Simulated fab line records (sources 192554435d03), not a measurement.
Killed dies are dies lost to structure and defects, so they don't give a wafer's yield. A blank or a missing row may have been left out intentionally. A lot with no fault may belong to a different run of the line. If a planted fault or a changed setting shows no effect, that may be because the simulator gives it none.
Comparing a struck lot with a sound one    flow n5_finfet    14 steps out of a route of 1938
Sound: wafers L584.1, L584.4, L584.5. The struck wafers were L581.3, L581.4, L581.5. The cause is given at the end.
At each step with rows: each side's tool, then ch and its chambers, then its first start. Under that, the readings that differ: sound wafers    struck wafers    difference of the means    sigmas: that difference in standard deviations of wafers without a fault.
alike: same words and numbers on both sides, and readings whose means sit less than 2 such deviations apart. not compared: any withheld reading, any reading some wafer has no value for, any bound like >300 that may hide the same value, and any number with overlapping values for which the record gives no deviation.
The two part at a step that has a row with sigmas, a row that says differs or no value, or rows on one side only. When numbers do not overlap yet have no deviation, they are printed without sigmas and do not part them. A reading that every wafer of one side lacks parts them only if that side has two wafers or more.

N5_BEOL_M4_ILD_DEP_00: deposits SiOC from DEMS/O2, target thk 79 nm, time 15.3 s.
  sound on pecvd-03 ch 0,2, day 11 05:37; struck on pecvd-01 ch 0,1,2, day 10 19:20
  alike: chamber_pressure_Torr, heater_power_w, showerhead_plenum_p_Torr, throttle_valve_pct
N5_BEOL_M4_THK_MEAS_01:
  struck on film_metro-02, day 10 19:25; sound on film_metro-01, day 11 05:40
  alike: M4_ILD_THK
N5_BEOL_M4_PECVD_72: deposits SiO2 from TEOS/O2, target thk 16 nm, time 18 s.
  sound on pecvd-01 ch 0,1,2, day 11 05:43; struck on pecvd-02 ch 0,1,2, day 10 19:26
  alike: chamber_pressure_Torr, heater_power_w, showerhead_plenum_p_Torr, throttle_valve_pct
N5_BEOL_M4_HM_DEP_02: deposits TiN, target thk 20 nm.
  struck on pvd_sputter-02, day 10 19:30; sound on pvd_sputter-01, day 11 06:35
  alike: throttle_valve_pct
then, 8 steps without rows for these wafers: N5_BEOL_M4_COAT_61 (time 60 s, resist thk 60 nm); N5_BEOL_M4_COAT_62 (time 60 s, resist thk 12 nm); N5_BEOL_M4_COAT_73 (time 60 s, resist thk 5 nm); N5_BEOL_M4_COAT_05 (resist thk 30 nm); N5_BEOL_M4_EBR_07; N5_BEOL_M4_SOFTBAKE_06 (time 60 s); N5_BEOL_M4_EXPOSE_08 (exposes mask M4); N5_BEOL_M4_PEB_09 (peb time 60 s).
N5_BEOL_M4_DEVELOP_10: develop time 30 s.
  struck on litho_track-04, day 10 19:50; sound on litho_track-04 ch 0, day 11 07:04
  no value came back on the struck wafers for chill_plate_temp_C (C), develop_time_s (s); on the sound wafers chill_plate_temp_C (C) reads 23.08 23.06 23.00
reading                                       sound           struck      difference  sigmas
model.CAR-EUV_of_BEOL_M4_COAT_05.thk_nm (nm)  29.6 29.6 29.6  30 30 30.2  +0          
N5_BEOL_M4_CD_MEAS_11: the cd target is 16.79 nm.
  sound on cd_sem-01 ch 0, day 11 07:07; struck on cd_sem-02 ch 0, day 10 19:54
reading     sound              struck  difference                     sigmas
cd_nm (nm)  16.58 16.57 16.84  - - -   no value on the struck wafers  

== WHERE THEY PART ==
Earliest at N5_BEOL_M4_DEVELOP_10; latest, in this record, at N5_BEOL_M4_CD_MEAS_11.

WHY: what the simulator had put in
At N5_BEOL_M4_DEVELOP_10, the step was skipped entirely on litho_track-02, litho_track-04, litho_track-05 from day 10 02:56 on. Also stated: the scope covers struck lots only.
